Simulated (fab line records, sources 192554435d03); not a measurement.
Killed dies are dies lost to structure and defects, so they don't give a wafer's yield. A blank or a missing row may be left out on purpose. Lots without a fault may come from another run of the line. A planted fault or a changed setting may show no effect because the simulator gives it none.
One fault seen from 3 desks | flow n5_finfet | each desk has only its own numbers; what lay behind them comes last

THE TOOL OWNER'S DESK: rie_diel-04
The tool's own readings at N5_BEOL_M5_ETCH_72 (etches underlayer in N2/H2, target depth 6.5 nm, time 5.2 s): means of the sampled wafers that have a number, for each lot that ran on this tool. A lot is out of limits, marked OUT, if its mean lies more than 4 standard deviations from the usual mean; the brackets give that distance.
Columns: A = bias_w at N5_BEOL_M5_ETCH_72, usual 150.0 W; B = drypump_motor_current_A at N5_BEOL_M5_ETCH_72, usual 5.6 A; C = etch_rf_on_time_s at N5_BEOL_M5_ETCH_72, usual 5.17 s; D = oes_product_au at N5_BEOL_M5_ETCH_72, usual 0.69 a.u.; E = rf_vpp_V at N5_BEOL_M5_ETCH_72, usual 524 V; F = showerhead_plenum_p_Torr at N5_BEOL_M5_ETCH_72, usual 2.56 Torr; G = throttle_valve_pct at N5_BEOL_M5_ETCH_72, usual 17.86 %
lot  | first seen here | A               | B   | C    | D    | E              | F    | G
L889 | day 7 22:12     | 150.2           | 5.1 | 5.17 | 0.63 | 524            | 2.53 | 17.78
L900 | day 11 15:14    | 159.3 (+21) OUT | 5.1 | 5.03 | 0.63 | 542 (+5.8) OUT | 2.52 | 17.83
L903 | day 11 19:46    | 159.5 (+22) OUT | 5.1 | 5.05 | 0.62 | 543 (+6.1) OUT | 2.52 | 17.93
This desk's finding: out of limits on L900, L903; first on L900, day 11 15:14 (bias_w at N5_BEOL_M5_ETCH_72). In limits: L889.

THE DEFECT DESK
What the inspections along the route counted, lot by lot: means of the sampled wafers that have a number. A lot is out of limits, marked OUT, if its mean lies more than 4 standard deviations from the usual mean; the brackets give that distance.
Columns: A = raw_defect_count at N5_BEOL_M5_INSPECT_13, usual 417
lot  | first seen here | A
L889 | day 7 22:08     | 344
L890 | day 8 16:04     | 416
L891 | day 8 16:39     | 348
L900 | day 11 14:58    | 409
L903 | day 11 19:42    | 507
L904 | day 12 02:23    | 357
L906 | day 12 20:01    | 433
L910 | day 14 07:53    | 417
L909 | day 14 12:23    | 424
L912 | day 15 14:47    | 403
This desk's finding: nothing out of limits on any of the 10 lots.

THE METROLOGY DESK
What the gauges read, lot by lot, whatever tool the lot ran on: means of the sampled wafers that have a number. A lot is out of limits, marked OUT, if its mean lies more than 4 standard deviations from the usual mean; the brackets give that distance. Of its 10 readings 7 are shown: those that lie furthest out on some lot.
Columns: A = DIBL_P at N5_BEOL_M4_RC_MEAS_101, usual 36.7 mV/V; B = IOFF_N at N5_BEOL_M4_RC_MEAS_101, usual 0.17 nA/um; C = IOFF_P at N5_BEOL_M4_RC_MEAS_101, usual 0.22 nA/um; D = ION_N at N5_BEOL_M4_RC_MEAS_101, usual 676 uA/um; E = ION_P at N5_BEOL_M4_RC_MEAS_101, usual 462 uA/um; F = SS_P at N5_BEOL_M4_RC_MEAS_101, usual 73.4 mV/dec; G = VT_P at N5_BEOL_M4_RC_MEAS_101, usual -250 mV
lot  | first seen here | A    | B    | C    | D   | E   | F    | G
L889 | day 7 19:36     | 33.1 | 0.12 | 0.18 | 674 | 464 | 72.9 | -251
L890 | day 8 12:59     | 39.1 | 0.20 | 0.29 | 685 | 473 | 73.9 | -245
L891 | day 8 13:00     | 36.5 | 0.14 | 0.18 | 675 | 457 | 73.6 | -257
L900 | day 11 11:32    | 37.1 | 0.16 | 0.21 | 676 | 461 | 73.0 | -252
L903 | day 11 17:02    | 36.4 | 0.16 | 0.18 | 673 | 454 | 73.4 | -254
L904 | day 11 23:55    | 35.1 | 0.14 | 0.17 | 669 | 455 | 73.0 | -254
L906 | day 12 15:43    | 36.9 | 0.19 | 0.28 | 689 | 481 | 74.1 | -242
L910 | day 14 04:26    | 34.9 | 0.13 | 0.16 | 667 | 454 | 72.4 | -255
L909 | day 14 08:50    | 37.2 | 0.16 | 0.21 | 672 | 457 | 73.7 | -254
L912 | day 15 12:26    | 37.1 | 0.18 | 0.24 | 680 | 467 | 73.4 | -247
This desk's finding: nothing out of limits on any of the 10 lots.

PUT TOGETHER
The tool owner's desk could have raised an alarm at day 11 15:14, on L900, L903.
The defect desk saw nothing out of limits.
The metrology desk saw nothing out of limits.
The defect desk has L900, L903 on record, within its limits.
The metrology desk has L900, L903 on record, within its limits.
Of the lots named, all ran N5_BEOL_M5_ETCH_72 on rie_diel-04.

WHAT THE SIMULATOR HAD PUT IN
Process parameter drift: rie_diel-04, from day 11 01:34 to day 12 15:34, at N5_BEOL_M5_ETCH_72. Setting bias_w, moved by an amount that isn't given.
Lots struck among those shown: L900, L903.
Hours from the fault's start to each desk's first reading out of limits: the tool owner's desk, 14.
